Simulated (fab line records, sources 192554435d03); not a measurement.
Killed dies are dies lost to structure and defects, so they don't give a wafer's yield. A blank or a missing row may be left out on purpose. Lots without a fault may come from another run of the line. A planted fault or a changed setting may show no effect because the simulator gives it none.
fab line records | flow n5_finfet
record lots=4 wafers=12 last_day=16
route steps=1938 shown BEOL_M2@919 BEOL_M3@931 BEOL_M4@1111 PASSIVATION@1936
lots that met no fault: from a run of the same line without faults
start_h: hours from the record's first day to the start of the lot's first wafer shown | wait_h: hours since the lot's step before | " the same as in the row above | L1.1+2: a row that stands for several wafers | - no value, or no start given | * or withheld: withheld | < > ~ a bound
route shown NAME@n: a module of which the file shows steps, and the number in the route of the first | usual: mean/standard deviation of fault-free wafers | same: alike in all rows | chamber/n: place in a boat | sites: the reading at each site | _std_site: their standard deviation | _edge_site: outer sites' mean less inner sites' | radius_mm: how far each site lies from the wafer's centre | mask NAME#n: copy n | behind: the tool/chamber that last shaped the wafer | hold: why the lot was held/for how many hours/how that ended | device: the transistor (n, p or np) that didn't switch | end of line: the same wafers' tests at the end of the route | a step without rows: its recipe alone | killed: dies lost to structure and defects at the first sort, not the wafer's yield | map: a wafer's dies, x killed, . not, _ none there
set.NAME: the setting as run; set.NAME@STEP: as run at that earlier step | model.NAME: the simulator's own value behind a step, which no gauge read
lots at some steps of the route; a table a step, a row a wafer
services: from which hour (start_h, from the record's first day; less than 0 if before it) a tool's chamber was out of use, for how many hours, and why
## steps
# step N5_BEOL_M2_ANNEAL_95
# recipe temp_c=400 time_s=240 ambient=vacuum
# step N5_BEOL_M2_SPUTTER_96
# recipe material=Cu target_thk_a=45 temp_c=-20 chamber_pressure_pa=0.07 power_w=withheld time_s=8.29
# step N5_BEOL_M2_ECD_50
# recipe material=Cu target_thk_a=3000
# step N5_BEOL_M2_ANNEAL_51
# recipe temp_c=225 time_s=90 ambient=N2
# step N5_BEOL_M2_CMP_52
# recipe stop_on=SiOC t_overpolish_s=6.8 down_force_psi=1 platen_rpm=50 clearing_platen_down_force_psi=1.5 clearing_platen_rpm=50 post_cmp_clean=cu_alkaline target_thk_nm=40 clearing_platen_pad_velocity_m_s=0.99484 pad_velocity_m_s=0.99484
# step N5_BEOL_M2_PRE_CLEAN_60
# recipe gas=NH3/H2 time_s=15 temp_c=* rf_power_w=300
# step N5_BEOL_M2_CO_CAP_55
# recipe material=Co target_thk_a=20 temp_c=200 precursor=CCTBA/H2 pressure_torr=30 time_s=102.1
# step N5_BEOL_M2_PRE_CLEAN_56
# recipe gas=NH3 time_s=15 temp_c=withheld rf_power_w=300
# step N5_BEOL_M2_DEP_57
# recipe material=SiCN target_thk_a=80 temp_c=withheld precursor=3MS/NH3 pressure_torr=3 rf_w=202 time_s=14
# step N5_BEOL_M3_ILD_DEP_00
# recipe material=SiOC target_thk_a=790 temp_c=350 precursor=DEMS/O2 pressure_torr=5 rf_w=500 time_s=15.3
# usual heater_power_w=447/74 showerhead_plenum_p_Torr=5.697/0.013 throttle_valve_pct=12.2/0.57
# columns lot.wafer tool chamber start_h wait_h heater_power_w showerhead_plenum_p_Torr throttle_valve_pct
L941.2 pecvd-03 0 193.69 0.0 336 5.700 12.8
L941.4 " 0 " " 343 5.698 12.8
L941.5 " 2 " " 467 5.670 11.6
L951.1 pecvd-03 0 236.99 0.0 306 5.710 13.1
L951.4 " 1 " " 387 5.708 12.3
L951.5 " 0 " " 312 5.710 13.1
L949.3 pecvd-03 0 237.26 0.0 325 5.706 13.2
L949.4 " 0 " " 338 5.693 13.1
L949.5 " 2 " " 404 5.707 11.6
L950.1 pecvd-03 0 238.78 0.0 319 5.705 12.9
L950.2 " 2 " " 449 5.688 11.4
L950.6 " 0 " " 327 5.701 12.9
# step N5_BEOL_M3_PECVD_72
# recipe material=SiO2 target_thk_a=160 temp_c=400 precursor=TEOS/O2 pressure_torr=5.5 rf_w=450 teos_flow_sccm=53.8 gas=O2 flow_sccm=3000 time_s=18
# step N5_BEOL_M3_HM_DEP_02
# recipe material=TiN target_thk_a=200 temp_c=25 chamber_pressure_pa=0.49996
# step N5_BEOL_M3_COAT_61
# recipe resist=SOC temp_c=250 time_s=60 spin_rpm=1500 resist_thk_nm=60
# step N5_BEOL_M3_COAT_62
# recipe resist=SiARC temp_c=220 time_s=60 spin_rpm=1500 resist_thk_nm=12
# step N5_BEOL_M3_COAT_73
# recipe resist=underlayer temp_c=205 time_s=60 spin_rpm=1500 resist_thk_nm=5
# step N5_BEOL_M3_COAT_05
# recipe resist=CAR-EUV spin_rpm=1500 resist_thk_nm=30
# step N5_BEOL_M3_EBR_07
# recipe solvent=PGMEA ebr_width_mm=1.5
# step N5_BEOL_M3_SOFTBAKE_06
# recipe temp_c=110 time_s=60 resist=CAR-EUV
# step N5_BEOL_M3_EXPOSE_08
# recipe mask_id=M3 na=0.33 source_shape=dipole sigma_inner=0.369 sigma_outer=0.767 polarization=unpolarized dose_mj=33
# step N5_BEOL_M3_PEB_09
# recipe peb_temp_c=100 peb_time_s=60 resist=CAR-EUV
# step N5_BEOL_M3_DEVELOP_10
# recipe develop_time_s=30 developer=TMAH resist=CAR-EUV rinse_liquid=surfactant_rinse dry=air_spin dev_temp_c=23
# step N5_BEOL_M3_INSPECT_13
# recipe mode=adi inspect_instrument=brightfield
# usual raw_defect_count=384/80
# columns lot.wafer tool chamber start_h wait_h raw_defect_count
L941.2 defect_inspect-02 - 197.90 0.0 329
L941.4 " - " " 558
L941.5 " - " " 466
L951.1 defect_inspect-02 - 238.47 0.1 391
L951.4 " - " " 467
L951.5 " - " " 395
L949.3 defect_inspect-02 - 238.71 0.0 310
L949.4 " - " " 449
L949.5 " - " " 1725
L950.1 defect_inspect-02 - 241.77 0.1 297
L950.2 " - " " 1608
L950.6 " - " " 399
# step N5_BEOL_M3_DESCUM_16
# recipe chemistry=O2 time_s=7 source_power_w=50 bias_power_w=20 pressure_mtorr=20 rf_frequency_hz=2.712e+07 temp_c=40 resist=CAR-EUV o2_flow_sccm=225
# step N5_BEOL_M4_RC_MEAS_101
# usual DIBL_N=36.5/1.7 DIBL_P=36.3/2.1 IOFF_N=0.16/0.036 IOFF_P=0.21/0.037 ION_N=676/12 ION_P=462/7.6 SS_N=71.5/0.68 SS_P=73.3/0.63 VT_N=249/3.5 VT_P=-250/3.5
# columns lot.wafer tool chamber start_h wait_h DIBL_N[mV/V] DIBL_P[mV/V] IOFF_N[nA/um] IOFF_P[nA/um] ION_N[uA/um] ION_P[uA/um] SS_N[mV/dec] SS_P[mV/dec] VT_N[mV] VT_P[mV]
L941.2 prober-01 0 219.90 0.2 36.2 36.0 0.16 0.21 663 460 72.8 72.9 251 -248
L941.4 " 0 " " 37.3 38.8 0.18 0.26 674 468 72.2 73.1 248 -244
L941.5 " 0 " " 34.9 36.4 0.14 0.21 670 461 72.1 72.9 253 -246
L951.1 prober-01 0 256.68 0.0 37.2 37.5 0.17 0.21 677 467 72.2 72.9 247 -252
L951.4 " 0 " " 35.2 34.7 0.14 0.17 670 454 71.1 72.9 253 -255
L951.5 " 0 " " 37.9 38.4 0.17 0.23 684 469 71.4 73.9 251 -249
L950.1 prober-01 0 259.59 0.0 35.5 34.1 0.14 0.18 656 450 72.2 73.3 255 -254
L950.2 " 0 " " 35.2 35.7 0.14 0.20 666 456 71.6 73.6 251 -252
L950.6 " 0 " " 35.7 35.6 0.15 0.20 675 455 72.1 73.5 249 -250
L949.3 prober-02 0 264.86 0.3 34.2 33.4 0.12 0.17 672 452 71.2 72.9 253 -256
L949.4 " 0 " " 32.4 32.4 0.10 0.16 642 452 70.6 72.3 258 -253
L949.5 " 0 " " 32.5 32.3 0.10 0.16 668 457 70.8 72.6 256 -253
# step N5_PASSIVATION_PROBE_49
# usual defect_limited_yield=91.4/1.5 killed_at_M0_to_M3=34/12 killed_at_M4_up=12/4.9 killed_at_contacts=13/7.2 killed_at_front_end=39/12 killed_at_other=3.7/2.9 killed_dies=101/18 killed_on_rim=13/4 killed_open=67/14 killed_short=33/7.2 sort_bin_5_function=5.1/0.97 sort_bin_6_memory=3.2/0.67 sort_n_pass=1079/17 sort_yield_pct=91.4/1.5
# same gross_dies=1180 killed_at_back_side=0 sort_bin_4_leakage[%]=0 sort_bin_8_speed[%]=0
# columns lot.wafer tool chamber start_h wait_h defect_limited_yield[%] killed_at_M0_to_M3 killed_at_M4_up killed_at_contacts killed_at_front_end killed_at_other killed_dies killed_on_rim killed_open killed_short sort_bin_5_function[%] sort_bin_6_memory[%] sort_n_pass sort_yield_pct[%]
L950.2 prober-02 - 367.36 0.1 80.1 178 18 9 28 2 235 13 50 34 12.8 3.4 945 80.1
L949.3 prober-01 - 373.81 0.1 90.2 28 6 6 73 3 116 20 76 40 4.9 4.6 1064 90.2
L949.4 prober-01 - 373.86 0.2 90.6 33 23 8 44 3 111 19 75 36 4.9 4.2 1069 90.6
L949.5 prober-01 - 373.91 0.2 78.0 190 15 12 39 4 260 19 65 41 13.9 4.2 920 78.0
# killed by level:class
L950.2 BEOL_M3:unspecified=150 BEOL_M2:geometric_particle:open=8 STI_FIN_REVEAL:geometric_particle:open=6 BEOL_M0_SAQP:geometric_particle:short=6 BEOL_M4:geometric_particle:open=6 MOL_CONTACT_COAG:geometric_particle:short=5 BEOL_M0_SAQP:geometric_particle:open=5 MOL_CONTACT_COAG:geometric_particle:open=4
L949.3 FIN_SAQP:geometric_particle:short=25 FIN_SAQP:geometric_particle:open=19 BEOL_M2:geometric_particle:open=11 STI_FIN_REVEAL:geometric_particle:open=8 MOL_CONTACT_COAG:geometric_particle:open=6 GATE_CUT:geometric_particle:open=6 GATE_CUT:geometric_particle:short=5 BEOL_M4:geometric_particle:open=5
L949.4 BEOL_M2:geometric_particle:open=16 BEOL_M4:geometric_particle:open=15 FIN_SAQP:geometric_particle:open=12 FIN_SAQP:geometric_particle:short=8 MOL_CONTACT_COAG:geometric_particle:open=7 GATE_CUT:geometric_particle:short=6 BEOL_M0_SAQP:geometric_particle:open=6 GATE_CUT:geometric_particle:open=5
L949.5 BEOL_M3:unspecified=154 MOL_CONTACT_COAG:geometric_particle:open=9 BEOL_M4:geometric_particle:open=9 FIN_SAQP:geometric_particle:short=8 FIN_SAQP:geometric_particle:open=7 BEOL_M2:geometric_particle:open=7 DUMMY_GATE:geometric_particle:open=7 BEOL_M0_SAQP:geometric_particle:open=7
# map L949.5 (x killed, . not)
_________________............________________
______________...x.............._____________
___________.....................x..__________
__________......x............x......_________
________....x.x..................x...x_______
_______..........x.......x......x......______
______.......x.....................xx.x._____
_____.x............x.x...................____
____........................x.x...........___
___....................x...x.........x.....__
___.........x.....x.......x......x.....x...__
__..x......xx..x...xx.....................x._
__........xxxxxxxxx..x..................x..._
_x........xxxxxxxxxx.x......x..............x.
_...x..xxxxxxxxxxxxxx........................
_....x.xxxxxxxxxxxxx.x......................x
_x....xxxxxxxxxxxxxxx.............x..........
_..x..x.xxxxxxxxxxxxxx...............x....xx.
_......xxxxxxxxxxxxxx..x......x............x.
_......xxxxxxxxxxxxxxxx...........x........x.
_...xx..xxxxxxxxxxxxx..x..............x....x.
__x..x..xxxxxxxxxxxx.xx.................x..._
__.....x..x.xxxxxx.x.x....xx.x.............._
___....x...xx.x..xxxx......................__
___x.......x.xxx.x...................x.....__
____x.x.......xx.....xx...........x.x.....___
_____............xx......................____
______.x.........x..x.........x........._____
_______......x............x.....x.....x______
________....x....xx....x.....x........_______
__________....x........x............_________
___________......x...x..xx...x.x...__________
______________.........xx......._____________
_________________..........xx________________
# map L950.2 (x killed, . not)
_________________........x...________________
______________.........x.x......_____________
___________..............x.x......x__________
__________x........................._________
________..........x........x..x......._______
_______....................x...........______
______x..............x.................._____
_____....................................____
____..........x.................x..x......___
___.x..x......x.................x..........__
___x.....x....x..x....x....x...............__
__....x..............xx..x....x............x_
__..x......xxxxxx...............x..........._
_..........xxxxxxxxx.x.....x.x...............
_....xx.x.xxxxxxxxxx..x....x.................
_.......xxxxxxxxxxxxx.................xx....x
_.....xxxxxxxxxxxxxxx..........x........x....
_.......xxxxxxxxxxxxxxx..x...x......x........
_..x...xxxxxxxxxxxxxxx...............x.......
_..x...xxxxxxxxxxxxxx.x...x...x..............
_.....xxxxxxxxxxxxxxxx..x............x.......
__....x.xxxxxxxxxxxx.x..........x..........._
__....x..xxxx.xxxxx.x..............x........_
___....x.x.....xxx.x..x...x.x...........x..__
___............x....x.......x.x............__
____....x.......x................x........___
_____..x...xx..x.......x.........x....x..____
______.................x....x..........._____
_______....................x..........x______
________...xx.......................xx_______
__________.........................._________
___________...x......x..x..........__________
______________...........x......_____________
_________________...........x________________
## services
# columns tool chamber start_h hours kind
pecvd-03 2 210.24 18.6 repair
pecvd-03 1 230.40 2.1 scheduled_down
## key
first_sign step=N5_BEOL_M3_INSPECT_13 reading=raw_defect_count direction=up sigmas=16 usual=384 struck=1666
effect step=N5_PASSIVATION_PROBE_49 reading=killed_at_M0_to_M3 direction=up sigmas=13 usual=34 struck=184
more_kills_born_at N5_BEOL_M3_ILD_DEP_00@pecvd-03=304
met_at N5_BEOL_M3_ILD_DEP_00
struck_wafers L949.5,L950.2
onset_between 193.69 237.26
fault kind=chamber_particle_source tool=pecvd-03 chamber=2 onset_h=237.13 steps=N5_BEOL_M3_ILD_DEP_00 rate_per_visit_cm2=1.8348 end_h=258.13
